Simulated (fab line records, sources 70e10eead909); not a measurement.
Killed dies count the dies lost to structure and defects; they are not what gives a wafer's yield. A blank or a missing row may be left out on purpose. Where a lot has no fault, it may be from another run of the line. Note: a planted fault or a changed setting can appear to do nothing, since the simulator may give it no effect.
fab line records	flow nandHarc
record lots=24	wafers=72	lastDay=34
route steps=1302 shown A_CONTACT@1083 A_BLC@1123 A_M0@1150
lots untouched by any fault: they come from a run of this same line in which no faults occurred
startH: start of the lot's first displayed wafer, in hours after the record's first day	waitH: hours since the lot's step before	" identical to the entry in the row above	L1.1+2: a single row standing in for several wafers	- no value, or no start given	* or withheld: withheld	< > ~ a bound
route shown NAME@n: NAME is a module with steps in the file, n the number in the route of the first one	usual: mean and standard deviation over wafers with no fault	same: alike in all rows	chamber/n: place in a boat	sites: per-site readings	_std_site: how widely they spread, as a standard deviation	_edge_site: the outer-site mean with the inner-site mean subtracted	radiusMm: how far each site lies from the wafer's centre	mask NAME#n: copy n	behind: the most recent tool/chamber to have shaped the wafer	hold: why the lot went on hold/how many hours it stayed there/how the hold came to an end	device: the transistor (n, p or np) that didn't switch	end of line: at the end of the route, the tests of the same wafers	step lacking rows: just its recipe	killed: not the wafer's yield, but the dies lost to structure and defects at the first sort	map: a wafer's dies, marking killed ones x, the rest . and places with no die _
set.NAME: the setting the step ran with; set.NAME@STEP: the setting that earlier step ran with	model.NAME: the simulator's own value behind a step, which no gauge read
the route's steps for a sample of lots (tables are steps, rows are wafers)
services: the hour from which a tool's chamber was out of use, counted from the record's first day as startH (under 0 if before that day), plus the number of hours and why
## steps
# step NHARC_A_CONTACT_ETCH_89
# recipe targetDepthA=2600	overEtchFrac=0.3	timeS=475.3	ionEnergyEv=200	n2FlowSccm=150	h2FlowSccm=150	arFlowSccm=0	rfW=400	biasW=150	chemistry=N2/H2
# usual drypumpMotorCurrentA=5.8/0.43	oesProductAu=1.002/0.0072	rfVppV=431.0/2.2	showerheadPlenumPTorr=2.06/0.075	throttleValvePct=14.172/0.0093
lot.wafer	tool	chamber	startH	waitH	drypumpMotorCurrentA	oesProductAu	rfHoursCounterH	rfVppV	showerheadPlenumPTorr	throttleValvePct
L074.3	rieDiel-11	3	-	-	5.7	1.004	21	434.2	2.11	14.171
L074.2	"	1	"	"	5.8	1.002	20	427.8	1.96	14.172
L074.5	"	3	"	"	5.7	1.009	-	431.6	2.11	14.188
L077.1	rieDiel-11	1	-	-	5.8	1.020	27	426.2	1.95	14.173
L077.2	"	3	"	"	5.7	1.007	30	431.9	2.11	14.179
L077.5	"	0	"	"	5.3	0.998	-	428.4	1.89	14.173
L075.1	rieDiel-03	3	-	-	6.5	0.991	9	433.0	2.11	14.183
L075.4	"	1	"	"	6.1	1.000	8	434.6	2.13	14.175
L075.2	"	2	"	"	5.9	1.010	9	430.0	1.98	14.160
L076.4	rieDiel-03	1	-	-	6.1	1.004	11	433.0	2.13	14.149
L076.6	"	0	"	"	5.3	0.998	-	431.8	2.06	14.163
L076.5	"	1	"	"	6.2	0.993	-	434.2	2.13	14.181
L078.1	rieDiel-03	0	-	-	5.3	0.993	12	432.1	2.06	14.186
L078.3	"	1	"	"	6.2	1.008	12	433.1	2.13	14.171
L078.5	"	0	"	"	5.3	1.006	-	430.1	2.06	14.147
L079.1	rieDiel-03	3	-	-	6.5	1.001	13	431.4	2.11	14.170
L079.3	"	0	"	"	5.2	1.006	12	431.2	2.06	14.171
L079.5	"	0	"	"	5.3	0.989	-	432.1	2.06	14.178
L080.2	rieDiel-03	2	-	-	5.9	0.996	15	428.0	1.98	14.155
L080.5	"	0	"	"	5.2	0.996	-	431.5	2.06	14.171
L080.6	"	1	"	"	6.1	0.998	-	432.4	2.13	14.183
L081.1	rieDiel-11	3	-	-	5.7	1.003	47	432.8	2.10	14.174
L081.4	"	0	"	"	5.3	0.999	54	424.0	1.88	14.165
L081.6	"	2	"	"	5.8	0.996	-	435.3	2.20	14.183
L082.1	rieDiel-11	0	-	-	5.4	0.991	62	425.6	1.88	14.187
L082.2	"	3	"	"	5.7	1.012	53	431.7	2.10	14.174
L082.5	"	3	"	"	5.7	1.013	-	433.5	2.10	14.176
L084.4	rieDiel-03	3	-	-	6.5	1.007	20	432.8	2.11	14.183
L084.2	"	2	"	"	5.9	1.009	20	428.7	1.98	14.178
L084.6	"	0	"	"	5.3	0.993	-	430.0	2.05	14.155
L083.3	rieDiel-04	3	-	-	5.0	1.018	22	429.3	1.98	14.166
L083.4	"	1	"	"	5.7	1.003	23	431.0	2.08	14.185
L083.6	"	0	"	"	5.6	1.010	-	433.2	2.09	14.175
L085.3	rieDiel-03	3	-	-	6.5	1.002	24	432.7	2.11	14.184
L085.4	"	1	"	"	6.1	1.008	24	433.1	2.12	14.159
L085.6	"	3	"	"	6.5	1.003	-	431.9	2.11	14.173
L086.3	rieDiel-03	1	-	-	6.2	0.999	24	433.7	2.12	14.176
L086.1	"	3	"	"	6.5	1.014	25	431.5	2.11	14.171
L086.5	"	1	"	"	6.1	1.005	-	433.3	2.12	14.163
L087.2	rieDiel-04	2	-	-	6.0	1.001	30	430.7	2.06	14.185
L087.1	"	3	"	"	5.0	1.008	33	428.5	1.97	14.166
L087.5	"	3	"	"	5.0	1.009	-	428.7	1.97	14.167
L089.4	rieDiel-03	0	-	-	5.3	0.989	0	431.1	2.05	14.171
L089.1	"	1	"	"	6.1	1.001	0	433.5	2.12	14.161
L089.3	"	2	"	"	5.9	1.006	0	428.4	1.98	14.155
L088.2	rieDiel-11	1	-	-	5.7	1.013	7	426.9	1.94	14.170
L088.4	"	2	"	"	5.8	0.995	-	434.3	2.20	14.165
L088.6	"	1	"	"	5.8	1.018	-	429.2	1.94	14.187
L091.2	rieDiel-03	1	-	-	6.1	1.001	2	432.6	2.12	14.158
L091.3	"	2	"	"	5.9	1.007	2	429.4	1.98	14.177
L091.4	"	0	"	"	5.3	0.996	2	431.4	2.05	14.179
L090.3	rieDiel-04	0	-	-	5.6	1.014	53	431.9	2.08	14.182
L090.1	"	3	"	"	5.0	1.004	46	428.6	1.97	14.161
L090.6	"	0	"	"	5.6	1.013	-	431.3	2.08	14.186
L095.3	rieDiel-03	1	-	-	6.1	1.006	7	433.4	2.12	14.170
L095.1	"	2	"	"	5.9	1.008	7	428.8	1.98	14.171
L095.2	"	0	"	"	5.3	1.007	7	430.9	2.05	14.167
L092.4	rieDiel-03	1	-	-	6.1	0.994	7	433.1	2.12	14.167
L092.3	"	2	"	"	5.9	1.003	8	428.3	1.98	14.173
L092.6	"	1	"	"	6.1	1.007	-	431.7	2.12	14.184
L093.1	rieDiel-03	1	-	-	6.1	1.005	8	431.8	2.12	14.161
L093.3	"	3	"	"	6.5	1.012	8	432.3	2.10	14.170
L093.5	"	1	"	"	6.1	0.996	-	431.9	2.12	14.165
L094.2	rieDiel-03	0	-	-	5.3	1.004	9	431.8	2.05	14.181
L094.5	"	1	"	"	6.1	0.989	-	433.4	2.12	14.159
L094.6	"	2	"	"	5.9	1.014	-	429.7	1.97	14.166
L096.2	rieDiel-03	0	-	-	5.3	0.988	14	431.5	2.05	14.174
L096.5	"	1	"	"	6.2	0.998	-	434.2	2.12	14.163
L096.6	"	2	"	"	5.9	0.999	-	428.4	1.97	14.153
L097.3	rieDiel-04	0	-	-	5.6	1.000	11	431.5	2.08	14.177
L097.2	"	2	"	"	6.0	1.007	10	429.5	2.05	14.175
L097.6	"	3	"	"	5.0	1.015	-	427.8	1.96	14.170
# step NHARC_A_CONTACT_CVD_19
# recipe targetThkA=3000	tempC=300	pressureTorr=40	wf6FlowSccm=40	h2FlowSccm=1600	arFlowSccm=1560	timeS=802	material=W
# usual heaterPowerW=446/41	throttleValvePct=7.95/0.26
lot.wafer	tool	chamber	startH	waitH	heaterPowerW	throttleValvePct
L074.2	cvdW-02	0	-	-	491	7.60
L074.3	"	1	"	"	458	7.85
L074.5	"	0	"	"	494	7.63
L075.2	cvdW-02	1	-	-	468	8.05
L075.1	"	0	"	"	491	7.66
L075.4	"	1	"	"	461	7.84
L077.2	cvdW-01	0	-	-	435	8.35
L077.1	"	1	"	"	396	7.91
L077.5	"	0	"	"	448	8.16
L076.4	cvdW-01	0	-	-	450	8.13
L076.6	"	1	"	"	403	7.75
L076.5	"	0	"	"	437	8.41
L078.1	cvdW-02	0	-	-	494	7.64
L078.3	"	0	"	"	494	7.62
L078.5	"	0	"	"	491	7.71
L079.1	cvdW-02	0	553.37	-	497	7.88
L079.3	"	0	"	"	496	7.59
L079.5	"	1	"	"	464	8.04
L080.2	cvdW-02	1	-	-	472	7.77
L080.5	"	1	"	"	469	7.90
L080.6	"	0	"	"	492	7.56
L081.1	cvdW-02	0	-	-	495	7.74
L081.4	"	0	"	"	486	7.81
L081.6	"	1	"	"	467	7.81
L082.1	cvdW-01	0	-	-	424	8.45
L082.2	"	0	"	"	412	8.14
L082.5	"	0	"	"	427	8.48
L084.2	cvdW-02	0	-	-	498	7.71
L084.4	"	0	"	"	503	7.61
L084.6	"	0	"	"	496	7.94
L083.4	cvdW-01	0	-	-	422	8.39
L083.3	"	1	"	"	373	7.52
L083.6	"	0	"	"	421	8.11
L085.4	cvdW-01	0	-	-	422	8.03
L085.3	"	1	"	"	386	7.82
L085.6	"	0	"	"	429	8.29
L086.1	cvdW-02	0	-	-	514	7.62
L086.3	"	1	"	"	461	8.06
L086.5	"	0	"	"	508	7.66
L087.1	cvdW-01	1	-	-	389	7.91
L087.2	"	1	"	"	382	7.88
L087.5	"	1	"	"	380	7.73
L089.1	cvdW-01	0	-	-	426	8.32
L089.3	"	0	"	"	432	8.34
L089.4	"	1	"	"	387	7.87
L088.2	cvdW-02	0	-	-	498	8.11
L088.4	"	1	"	"	454	8.19
L088.6	"	1	"	"	473	7.84
L091.2	cvdW-02	0	-	-	485	7.70
L091.3	"	1	"	"	472	7.82
L091.4	"	0	"	"	476	7.84
L090.1	cvdW-02	0	-	-	474	7.80
L090.3	"	1	"	"	454	7.88
L090.6	"	0	"	"	494	7.77
L095.1	cvdW-01	1	-	-	389	7.80
L095.2	"	0	"	"	434	8.33
L095.3	"	1	"	"	394	7.95
L092.4	cvdW-02	0	-	-	488	7.84
L092.3	"	1	"	"	465	7.85
L092.6	"	0	"	"	497	8.14
L093.1	cvdW-01	0	-	-	416	8.55
L093.3	"	1	"	"	389	7.90
L093.5	"	0	"	"	417	8.27
L094.2	cvdW-01	0	-	-	431	8.35
L094.5	"	0	"	"	440	8.43
L094.6	"	1	"	"	386	7.58
L096.2	cvdW-01	1	-	-	371	7.57
L096.5	"	1	"	"	383	7.51
L096.6	"	1	"	"	382	7.74
L097.2	cvdW-02	0	-	-	481	7.69
L097.3	"	1	"	"	464	8.18
L097.6	"	1	"	"	474	7.99
# step NHARC_A_BLC_ETCH_18
# recipe targetDepthA=9100	c4f8FlowSccm=20	o2FlowSccm=10	arFlowSccm=withheld	rfW=600	biasW=1500	chemistry=C4F8/O2/Ar
# usual oesProductAu=0.952/0.021	rfVppV=975/5.1
lot.wafer	tool	chamber	startH	waitH	oesProductAu	rfHoursCounterH	rfVppV
L074.2	rieDiel-09	1	-	-	0.966	1	975
L074.3	"	2	"	"	0.971	0	979
L074.5	"	1	"	"	0.965	-	974
L075.2	rieDiel-09	2	-	-	0.964	1	978
L075.1	"	3	"	"	0.967	3	977
L075.4	"	1	"	"	0.991	3	975
L077.2	rieDiel-06	0	-	-	0.954	5	973
L077.1	"	3	"	"	0.949	6	975
L077.5	"	1	"	"	0.962	-	980
L076.4	rieDiel-06	2	-	-	0.991	6	969
L076.6	"	0	"	"	0.961	-	971
L076.5	"	1	"	"	0.975	-	980
L078.1	rieDiel-09	0	-	-	0.957	4	985
L078.3	"	2	"	"	0.961	3	978
L078.5	"	0	"	"	0.962	-	983
L079.3	rieDiel-02	0	-	-	0.941	45	970
L079.1	"	1	"	"	0.913	51	985
L079.5	"	0	"	"	0.929	-	971
L080.2	rieDiel-06	0	-	-	0.924	10	971
L080.6	"	0	"	"	0.925	-	972
L080.5	"	1	"	"	0.921	-	981
L081.4	rieDiel-06	2	-	-	0.966	11	968
L081.1	"	3	"	"	0.975	11	974
L081.6	"	3	"	"	0.981	-	974
L082.2	rieDiel-06	0	-	-	0.965	12	972
L082.1	"	2	"	"	0.974	12	968
L082.5	"	1	"	"	0.968	-	979
L084.4	rieDiel-02	0	-	-	0.964	9	969
L084.2	"	1	"	"	0.950	9	986
L084.6	"	1	"	"	0.953	-	985
L083.3	rieDiel-06	3	-	-	0.968	13	974
L083.4	"	2	"	"	0.981	13	966
L083.6	"	0	"	"	0.960	-	973
L085.3	rieDiel-06	2	-	-	0.927	14	968
L085.4	"	0	"	"	0.913	15	973
L085.6	"	2	"	"	0.916	-	967
L086.1	rieDiel-06	2	-	-	0.925	15	969
L086.3	"	0	"	"	0.922	15	972
L086.5	"	3	"	"	0.918	-	975
L087.1	rieDiel-06	1	-	-	0.921	16	978
L087.2	"	3	"	"	0.924	16	976
L087.5	"	1	"	"	0.917	-	979
L089.1	rieDiel-06	0	-	-	0.958	17	971
L089.4	"	2	"	"	0.969	17	968
L089.3	"	3	"	"	0.973	17	974
L088.2	rieDiel-06	2	-	-	0.968	18	967
L088.4	"	0	"	"	0.980	17	971
L088.6	"	3	"	"	0.962	-	974
L091.4	rieDiel-06	2	-	-	0.949	0	969
L091.3	"	3	"	"	0.939	1	974
L091.2	"	1	"	"	0.931	0	979
L090.1	rieDiel-09	2	-	-	0.964	1	978
L090.3	"	0	"	"	0.977	1	983
L090.6	"	3	"	"	0.985	-	976
L095.2	rieDiel-09	0	-	-	0.954	2	984
L095.3	"	1	"	"	0.954	2	973
L095.1	"	3	"	"	0.973	2	977
L092.3	rieDiel-09	0	-	-	0.920	2	984
L092.4	"	3	"	"	0.932	2	974
L092.6	"	1	"	"	0.927	-	972
L093.1	rieDiel-02	2	-	-	0.927	42	972
L093.3	"	3	"	"	0.916	41	979
L093.5	"	1	"	"	0.922	-	985
L094.2	rieDiel-09	3	-	-	0.962	3	975
L094.6	"	3	"	"	0.945	-	976
L094.5	"	0	"	"	0.958	-	983
L096.2	rieDiel-06	3	-	-	0.983	7	974
L096.6	"	0	"	"	0.972	-	970
L096.5	"	1	"	"	0.949	-	979
L097.2	rieDiel-09	3	-	-	0.957	5	976
L097.3	"	0	"	"	0.947	6	983
L097.6	"	1	"	"	0.965	-	974
# step NHARC_A_BLC_PVD_32
# recipe targetThkA=50	chamberPressurePa=5	powerW=5000	substrateTempC=200	timeS=17.7	material=Ti
# usual throttleValvePct=29.9/0.92
lot.wafer	tool	chamber	startH	waitH	throttleValvePct
L074.3	pvdSputter-01	-	-	-	29.5
L074.2	"	-	"	"	31.0
L074.5	"	-	"	"	29.7
L075.2	pvdSputter-01	-	-	-	30.9
L075.4	"	-	"	"	30.8
L075.1	"	-	"	"	29.6
L077.1	pvdSputter-03	-	-	-	30.1
L077.2	"	-	"	"	28.9
L077.5	"	-	"	"	30.4
L076.4	pvdSputter-02	-	-	-	31.4
L076.5	"	-	"	"	29.6
L076.6	"	-	"	"	28.7
L078.1	pvdSputter-03	-	-	-	29.1
L078.3	"	-	"	"	29.8
L078.5	"	-	"	"	30.3
L079.1	pvdSputter-02	-	-	-	30.7
L079.3	"	-	"	"	29.9
L079.5	"	-	"	"	29.8
L080.2	pvdSputter-02	-	-	-	30.0
L080.5	"	-	"	"	30.3
L080.6	"	-	"	"	29.8
L081.4	pvdSputter-03	-	-	-	30.4
L081.1	"	-	"	"	29.0
L081.6	"	-	"	"	30.3
L082.1	pvdSputter-01	-	-	-	30.3
L082.2	"	-	"	"	30.6
L082.5	"	-	"	"	31.2
L084.4	pvdSputter-02	-	-	-	28.4
L084.2	"	-	"	"	30.5
L084.6	"	-	"	"	31.1
L083.4	pvdSputter-02	-	-	-	31.1
L083.3	"	-	"	"	28.6
L083.6	"	-	"	"	30.4
L085.4	pvdSputter-01	-	-	-	31.1
L085.3	"	-	"	"	30.7
L085.6	"	-	"	"	31.1
L086.1	pvdSputter-03	-	-	-	30.1
L086.3	"	-	"	"	30.1
L086.5	"	-	"	"	28.7
L087.2	pvdSputter-03	-	-	-	29.0
L087.1	"	-	"	"	28.8
L087.5	"	-	"	"	29.3
L089.3	pvdSputter-01	-	-	-	29.2
L089.1	"	-	"	"	31.3
L089.4	"	-	"	"	30.6
L088.4	pvdSputter-01	-	-	-	30.2
L088.2	"	-	"	"	31.2
L088.6	"	-	"	"	29.0
L091.4	pvdSputter-01	-	-	-	29.5
L091.2	"	-	"	"	30.4
L091.3	"	-	"	"	31.4
L090.3	pvdSputter-03	-	-	-	28.4
L090.1	"	-	"	"	28.9
L090.6	"	-	"	"	28.9
L095.1	pvdSputter-02	-	-	-	28.7
L095.3	"	-	"	"	29.9
L095.2	"	-	"	"	30.0
L092.4	pvdSputter-01	-	-	-	31.1
L092.3	"	-	"	"	30.3
L092.6	"	-	"	"	31.2
L093.3	pvdSputter-02	-	-	-	31.4
L093.1	"	-	"	"	29.5
L093.5	"	-	"	"	28.7
L094.2	pvdSputter-02	-	-	-	29.9
L094.5	"	-	"	"	28.5
L094.6	"	-	"	"	29.9
L096.2	pvdSputter-01	-	-	-	30.8
L096.6	"	-	"	"	30.5
L096.5	"	-	"	"	29.2
L097.2	pvdSputter-03	-	-	-	28.8
L097.3	"	-	"	"	29.6
L097.6	"	-	"	"	29.9
# step NHARC_A_M0_DESCUM_14
# recipe timeS=3	o2FlowSccm=200	arFlowSccm=0	biasPowerW=0	chemistry=O2
# usual drypumpMotorCurrentA=5.6/0.46	oesProductAu=1.000/0.0076	rfVppV=57.7/0.9	showerheadPlenumPTorr=1.93/0.088	throttleValvePct=11.310/0.0093
lot.wafer	tool	chamber	startH	waitH	drypumpMotorCurrentA	oesProductAu	rfHoursCounterH	rfVppV	showerheadPlenumPTorr	throttleValvePct
L074.2	rieDiel-10	1	521.11	0.1	5.1	1.006	4.7	59.0	1.93	11.314
L074.3	"	3	"	"	5.0	1.008	4.4	57.9	1.83	11.316
L074.5	"	0	"	"	5.7	1.002	-	57.6	1.96	11.313
L075.1	rieDiel-10	0	542.73	0.1	5.6	0.993	4.9	58.2	1.96	11.308
L075.4	"	1	"	"	5.1	1.006	5.6	58.1	1.93	11.304
L075.2	"	2	"	"	5.9	1.001	5.5	56.3	1.79	11.322
L077.1	rieDiel-01	0	543.10	0.1	6.2	0.992	12.4	57.4	2.05	11.319
L077.2	"	1	"	"	6.0	0.999	12.0	58.8	1.98	11.319
L077.5	"	0	"	"	6.2	0.989	-	57.5	2.05	11.319
L076.4	rieDiel-10	3	552.62	0.1	5.0	0.991	5.9	57.1	1.83	11.321
L076.6	"	2	"	"	5.9	0.996	-	58.2	1.79	11.307
L076.5	"	3	"	"	5.0	0.993	-	58.0	1.83	11.313
L078.3	rieDiel-07	3	556.98	0.1	5.8	0.995	1.6	56.8	2.05	11.315
L078.1	"	0	"	"	5.2	0.996	4.6	58.4	2.04	11.310
L078.5	"	0	"	"	5.2	1.000	-	57.3	2.04	11.311
L079.1	rieDiel-10	2	559.13	0.1	5.9	1.000	6.1	57.7	1.79	11.301
L079.3	"	0	"	"	5.7	0.994	5.6	56.3	1.95	11.306
L079.5	"	3	"	"	5.0	0.991	-	59.0	1.83	11.320
L080.2	rieDiel-10	1	584.78	0.1	5.1	0.997	7.6	57.6	1.93	11.306
L080.5	"	3	"	"	5.0	0.997	-	57.6	1.83	11.324
L080.6	"	0	"	"	5.6	1.000	-	58.7	1.95	11.315
L081.4	rieDiel-01	1	593.20	0.1	6.0	1.014	1.6	58.6	1.98	11.301
L081.1	"	2	"	"	4.9	1.003	1.6	57.4	1.89	11.306
L081.6	"	0	"	"	6.2	1.009	-	58.6	2.05	11.306
L082.2	rieDiel-10	1	610.81	0.1	5.1	1.007	0.1	57.5	1.93	11.310
L082.1	"	3	"	"	5.0	0.994	0.1	57.5	1.83	11.311
L082.5	"	1	"	"	5.1	1.007	-	58.7	1.93	11.303
L084.4	rieDiel-10	1	612.48	0.1	5.1	1.002	0.2	58.4	1.93	11.309
L084.2	"	2	"	"	5.9	0.994	0.2	56.7	1.79	11.322
L084.6	"	0	"	"	5.6	1.003	-	59.0	1.95	11.312
L083.3	rieDiel-10	0	615.65	0.1	5.7	1.005	0.6	56.8	1.95	11.331
L083.4	"	2	"	"	5.9	0.998	0.8	56.0	1.79	11.305
L083.6	"	0	"	"	5.7	1.001	-	57.9	1.95	11.299
L085.4	rieDiel-10	0	631.72	0.1	5.7	0.996	1.2	58.1	1.95	11.294
L085.3	"	3	"	"	5.0	0.999	1.1	57.4	1.83	11.297
L085.6	"	0	"	"	5.6	0.997	-	57.1	1.95	11.301
L086.3	rieDiel-07	2	633.00	0.1	5.6	0.982	8.1	58.0	2.01	11.291
L086.1	"	3	"	"	5.8	0.999	5.2	58.7	2.05	11.306
L086.5	"	2	"	"	5.6	0.987	-	56.9	2.01	11.317
L087.1	rieDiel-10	0	642.69	0.1	5.6	1.005	1.5	59.4	1.95	11.316
L087.2	"	2	"	"	5.9	1.007	1.6	57.7	1.79	11.320
L087.5	"	1	"	"	5.1	1.012	-	59.0	1.93	11.314
L089.4	rieDiel-01	2	658.92	0.1	4.9	0.991	5.3	56.9	1.89	11.309
L089.3	"	3	"	"	5.7	1.004	4.6	55.8	1.88	11.307
L089.1	"	0	"	"	6.2	0.995	3.7	58.5	2.05	11.321
L088.4	rieDiel-10	2	660.71	0.1	5.9	1.015	2.8	58.0	1.79	11.303
L088.2	"	3	"	"	5.0	1.002	2.7	55.8	1.83	11.300
L088.6	"	2	"	"	5.9	1.002	-	57.5	1.79	11.304
L091.3	rieDiel-07	3	675.31	0.1	5.7	1.000	1.4	57.2	2.05	11.317
L091.4	"	0	"	"	5.2	1.010	0.8	59.3	2.04	11.315
L091.2	"	1	"	"	6.6	1.004	0.8	58.6	1.82	11.306
L090.1	rieDiel-10	0	692.51	0.1	5.7	0.992	4.3	58.4	1.95	11.312
L090.3	"	3	"	"	4.9	0.998	4.4	57.0	1.83	11.295
L090.6	"	1	"	"	5.1	1.004	-	58.3	1.93	11.303
L095.3	rieDiel-07	0	709.62	0.1	5.2	1.003	2.5	57.0	2.04	11.307
L095.1	"	1	"	"	6.6	1.003	3.1	56.7	1.82	11.312
L095.2	"	3	"	"	5.8	1.000	3.0	57.4	2.05	11.303
L092.3	rieDiel-10	3	711.66	0.1	5.0	0.998	5.1	57.8	1.83	11.311
L092.4	"	0	"	"	5.7	0.997	5.0	58.2	1.95	11.304
L092.6	"	3	"	"	5.0	0.994	-	57.1	1.83	11.303
L093.1	rieDiel-07	1	712.92	0.1	6.6	0.989	3.2	57.2	1.82	11.313
L093.3	"	3	"	"	5.8	1.000	3.1	59.7	2.04	11.317
L093.5	"	2	"	"	5.6	0.990	-	58.5	2.00	11.296
L094.2	rieDiel-07	1	726.26	0.1	6.6	1.008	3.7	57.4	1.82	11.325
L094.6	"	2	"	"	5.6	0.994	-	58.4	2.00	11.309
L094.5	"	3	"	"	5.8	0.992	-	58.3	2.04	11.298
L096.2	rieDiel-07	2	761.97	0.1	5.6	0.995	5.2	58.6	2.00	11.298
L096.6	"	1	"	"	6.6	1.001	-	55.9	1.82	11.326
L096.5	"	2	"	"	5.6	0.981	-	56.4	2.00	11.305
L097.2	rieDiel-07	1	765.02	0.1	6.6	1.003	4.9	56.7	1.82	11.313
L097.3	"	2	"	"	5.6	1.003	5.3	58.4	2.00	11.321
L097.6	"	3	"	"	5.7	1.009	-	58.9	2.04	11.305
# step NHARC_A_M0_PRE_CLEAN_31
# recipe timeS=12	tempC=370	rfPowerW=300	gas=NH3
# usual heaterPowerW=633/65
lot.wafer	tool	chamber	startH	waitH	heaterPowerW
L074.3	pecvd-02	0	523.70	0.1	468
L074.2	"	1	"	"	654
L074.5	"	0	"	"	470
L075.2	pecvd-02	2	545.29	0.1	651
L075.1	"	0	"	"	515
L075.4	"	0	"	"	503
L077.2	pecvd-02	2	545.64	0.1	754
L077.1	"	0	"	"	560
L077.5	"	1	"	"	650
L076.4	pecvd-02	0	555.19	0.1	567
L076.6	"	1	"	"	616
L076.5	"	2	"	"	736
L078.3	pecvd-01	2	559.55	0.1	596
L078.1	"	0	"	"	677
L078.5	"	1	"	"	640
L079.1	pecvd-04	1	561.70	0.1	699
L079.3	"	2	"	"	642
L079.5	"	2	"	"	634
L080.2	pecvd-04	0	587.34	0.1	617
L080.6	"	2	"	"	605
L080.5	"	0	"	"	588
L081.1	pecvd-01	0	595.78	0.1	626
L081.4	"	0	"	"	636
L081.6	"	1	"	"	610
L082.1	pecvd-01	2	613.36	0.1	696
L082.2	"	0	"	"	676
L082.5	"	2	"	"	713
L084.2	pecvd-02	2	615.01	0.1	652
L084.6	"	2	"	"	644
L084.4	"	0	"	"	541
L083.3	pecvd-01	1	618.21	0.1	722
L083.4	"	0	"	"	644
L083.6	"	1	"	"	740
L085.3	pecvd-02	1	634.31	0.1	643
L085.6	"	0	"	"	518
L085.4	"	2	"	"	696
L086.1	pecvd-01	2	635.55	0.1	682
L086.3	"	0	"	"	611
L086.5	"	0	"	"	630
L087.1	pecvd-02	1	646.21	1.0	659
L087.2	"	0	"	"	536
L087.5	"	1	"	"	638
L089.1	pecvd-02	1	661.49	0.1	600
L089.4	"	1	"	"	612
L089.3	"	2	"	"	630
L088.2	pecvd-02	2	663.31	0.1	736
L088.4	"	1	"	"	580
L088.6	"	1	"	"	578
L091.2	pecvd-02	0	677.89	0.1	548
L091.4	"	0	"	"	555
L091.3	"	2	"	"	715
L090.1	pecvd-02	2	695.06	0.1	654
L090.3	"	0	"	"	556
L090.6	"	1	"	"	596
L095.3	pecvd-02	1	712.23	0.1	661
L095.1	"	2	"	"	732
L095.2	"	0	"	"	525
L092.3	pecvd-01	2	714.20	0.1	633
L092.4	"	1	"	"	693
L092.6	"	0	"	"	613
L093.3	pecvd-01	1	715.49	0.1	615
L093.1	"	2	"	"	567
L093.5	"	2	"	"	570
L094.2	pecvd-01	2	728.80	0.1	589
L094.6	"	0	"	"	564
L094.5	"	2	"	"	595
L096.2	pecvd-02	0	764.51	0.1	532
L096.6	"	0	"	"	524
L096.5	"	1	"	"	641
L097.2	pecvd-02	0	767.61	0.1	562
L097.3	"	1	"	"	630
L097.6	"	1	"	"	616
## services
tool	chamber	startH	hours	kind
rieDiel-06	0	490.79	9.5	repair
pecvd-02	2	503.27	3.4	repair
rieDiel-10	0	524.81	7.0	repair
cvdW-02	-	534.14	1.1	repair
cvdW-01	-	547.35	13.0	pm
pecvd-02	0	555.87	21.5	repair
cvdW-02	0	565.73	1.8	repair
rieDiel-06	3	577.17	2.9	repair
rieDiel-03	0	583.13	5.1	repair
pecvd-02	-	589.04	13.0	pm
rieDiel-10	-	596.54	9.0	pm
cvdW-02	-	631.00	13.0	pm
rieDiel-03	-	635.30	9.0	pm
rieDiel-06	-	661.20	9.0	pm
pecvd-02	0	661.47	5.9	repair
pecvd-02	1	673.41	16.3	repair
cvdW-02	-	682.21	0.6	repair
rieDiel-10	1	713.57	7.9	repair
rieDiel-03	0	718.40	1.2	repair
rieDiel-06	-	731.74	0.3	repair
rieDiel-10	0	744.14	3.6	repair
rieDiel-10	3	759.96	4.0	repair
rieDiel-10	0	760.40	13.6	repair
rieDiel-03	1	763.72	4.0	repair
## key
fault none
